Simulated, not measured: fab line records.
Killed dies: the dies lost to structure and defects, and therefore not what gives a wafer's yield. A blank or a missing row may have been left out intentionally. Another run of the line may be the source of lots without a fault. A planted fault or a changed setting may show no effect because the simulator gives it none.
Matching of chambers	flow n5Finfet	N5_BEOL_M13_VIA_ETCH_16 on rieDiel-01: 4 sister chambers
The step etches SiOC in C4F8/O2/Ar, target depth 921.7 nm. 8 wafers are shown with their chamber, then 10 later ones without.

## WAFERS WITH THEIR CHAMBER
wafer	chamber	drypumpMotorCurrentA (A)	showerheadPlenumPTorr (Torr)
L080.4	0	6.6	3.53
L084.2	2	5.4	3.49
L084.4	3	5.7	3.30
L088.1	1	5.0	3.58
L088.2	3	5.7	3.30
L088.5	0	6.7	3.52
L089.3	2	5.4	3.49
L089.4	1	5.0	3.58

## WAFERS WITHOUT THEIR CHAMBER
wafer	drypumpMotorCurrentA (A)	showerheadPlenumPTorr (Torr)
L089.5	5.0	3.58
L090.3	5.4	3.49
L090.4	5.0	3.58
L090.5	5.0	3.58
L093.1	6.7	3.51
L093.4	5.0	3.57
L093.5	5.7	3.30
L095.2	5.7	3.29
L095.4	5.0	3.57
L095.6	5.7	3.29

## THE CHAMBER EACH PASSED THROUGH
wafer	from the rows above	in truth
L089.5	1	1
L090.3	2	2
L090.4	1	1
L090.5	1	1
L093.1	0	0
L093.4	1	1
L093.5	3	3
L095.2	3	3
L095.4	1	1
L095.6	3	3
10 of 10 placed correctly. Left unplaced by these rows: 0. Placed wrongly: 0.
How it was worked out, from the rows above alone: a wafer's distance from a chamber is the root of the sum, over the readings, of the square of ((its reading less the chamber's mean) divided by the reading's scatter). If the next closest chamber is less than 2 further off than the closest, the wafer can't be placed; otherwise it belongs to the closest. For every chamber, the mean is computed from those of its wafers that are shown. The scatter: take each reading less its chamber's mean, square it, sum over the shown wafers, divide by the number of wafers less the number of chambers, and take the root.
